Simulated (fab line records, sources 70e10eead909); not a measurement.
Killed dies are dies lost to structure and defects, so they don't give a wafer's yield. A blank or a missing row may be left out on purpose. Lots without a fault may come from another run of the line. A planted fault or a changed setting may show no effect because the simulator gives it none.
Tool commonality check | flow nand_harc | 12 lots, 36 wafers sampled

WHY IT WAS OPENED
At NHARC_A_CHANNEL_HOLE_D2_CD_MEAS_31 the reading cd_nm is flagged on 2 of 12 lots. Wafers without a fault read 90.0 nm, standard deviation 1.1.
Rule: a lot is flagged when every wafer of it that has a number lies more than 4 standard deviations from that mean, or none has a number. The other lots count as sound.

lot  | measured     | on        | cd_nm (nm), wafer by wafer | flag
L999 | day 13 16:56 | cd_sem-03 | 87.6 90.4 89.6             |
L100 | day 14 13:51 | cd_sem-03 | 90.7 90.1 88.7             |
L101 | day 15 07:55 | cd_sem-01 | 90.9 88.8 89.8             |
L102 | day 15 15:55 | cd_sem-01 | 90.4 90.6 89.8             |
L103 | day 15 18:22 | cd_sem-02 | 90.8 90.2 90.3             |
L104 | day 16 04:25 | cd_sem-01 | 90.4 90.5 89.7             |
L105 | day 16 06:53 | cd_sem-02 | 92.2 90.4 90.2             |
L111 | day 18 13:33 | cd_sem-03 | 91.1 90.2 89.9             |
L112 | day 19 15:38 | cd_sem-03 | 0.6 0.1 1.3                | FLAGGED
L113 | day 19 19:47 | cd_sem-01 | 0.5 1.9 -0.2               | FLAGGED
L114 | day 20 12:14 | cd_sem-02 | 90.4 89.1 90.8             |
L120 | day 22 09:57 | cd_sem-03 | 91.5 89.8 90.5             |
The numbers of the flagged lots are 0.7 nm on average: -89.3 nm against the usual, or -81 standard deviations.

WHICH TOOL RAN EACH LOT
The record holds 1 process step before the reading, out of a route of 1302 steps. In each cell: the tool, then ch and the chambers that the sampled wafers went through, then the start.
lot  | flag    | NHARC_A_CHANNEL_HOLE_D2_ETCH_20
L999 |         | har_etch-02 ch 0,1, day 13 11:23
L100 |         | har_etch-02 ch 0,1, day 14 08:28
L101 |         | har_etch-01 ch 0,1, day 14 09:01
L102 |         | har_etch-01 ch 0,1, day 15 10:35
L103 |         | har_etch-02 ch 0, day 15 08:51
L104 |         | har_etch-01 ch 0,1, day 15 23:05
L105 |         | har_etch-02 ch 0,1, day 16 01:29
L111 |         | har_etch-01 ch 0,1, day 18 08:08
L112 | FLAGGED | har_etch-01 ch 0, day 19 10:13
L113 | FLAGGED | har_etch-01 ch 0,1, day 19 14:26
L114 |         | har_etch-02 ch 0,1, day 20 06:53
L120 |         | har_etch-01 ch 1, day 22 04:34
What these steps do:
- NHARC_A_CHANNEL_HOLE_D2_ETCH_20: etches the open film in C4F8/O2/Ar, time 361.9 s, target depth 1600 nm.
- NHARC_A_CHANNEL_HOLE_D2_CD_MEAS_31

FLAGGED OVER TOTAL, TOOL BY TOOL (the gauges that took the reading come last)
step                               | tool        | lots run | flagged | share of the flagged lots | sound lots run after its first flagged lot
NHARC_A_CHANNEL_HOLE_D2_ETCH_20    | har_etch-01 | 7        | 2       | all                       | 1 (L120)
NHARC_A_CHANNEL_HOLE_D2_ETCH_20    | har_etch-02 | 5        | 0       | none                      | -
NHARC_A_CHANNEL_HOLE_D2_CD_MEAS_31 | cd_sem-01   | 4        | 1       | some                      | 0
NHARC_A_CHANNEL_HOLE_D2_CD_MEAS_31 | cd_sem-02   | 3        | 0       | none                      | -
NHARC_A_CHANNEL_HOLE_D2_CD_MEAS_31 | cd_sem-03   | 5        | 1       | some                      | 1 (L120)

WHAT THE TABLE ALLOWS
1 row of the table ran every flagged lot: har_etch-01 at NHARC_A_CHANNEL_HOLE_D2_ETCH_20.
- har_etch-01 at NHARC_A_CHANNEL_HOLE_D2_ETCH_20: 2 of its 7 lots flagged. Sound lots ran on it after the first flagged one (L120), which a lasting fault on the whole tool wouldn't allow. On the flagged lots its readings are blank where sound lots have values: c4f8_flow_sccm, chamber_pressure_mTorr, drypump_motor_current_A, showerhead_plenum_p_Torr and 1 more.
No row of the table ran every flagged lot and no sound lot after the first.

WHAT THE SIMULATOR HAD PUT IN
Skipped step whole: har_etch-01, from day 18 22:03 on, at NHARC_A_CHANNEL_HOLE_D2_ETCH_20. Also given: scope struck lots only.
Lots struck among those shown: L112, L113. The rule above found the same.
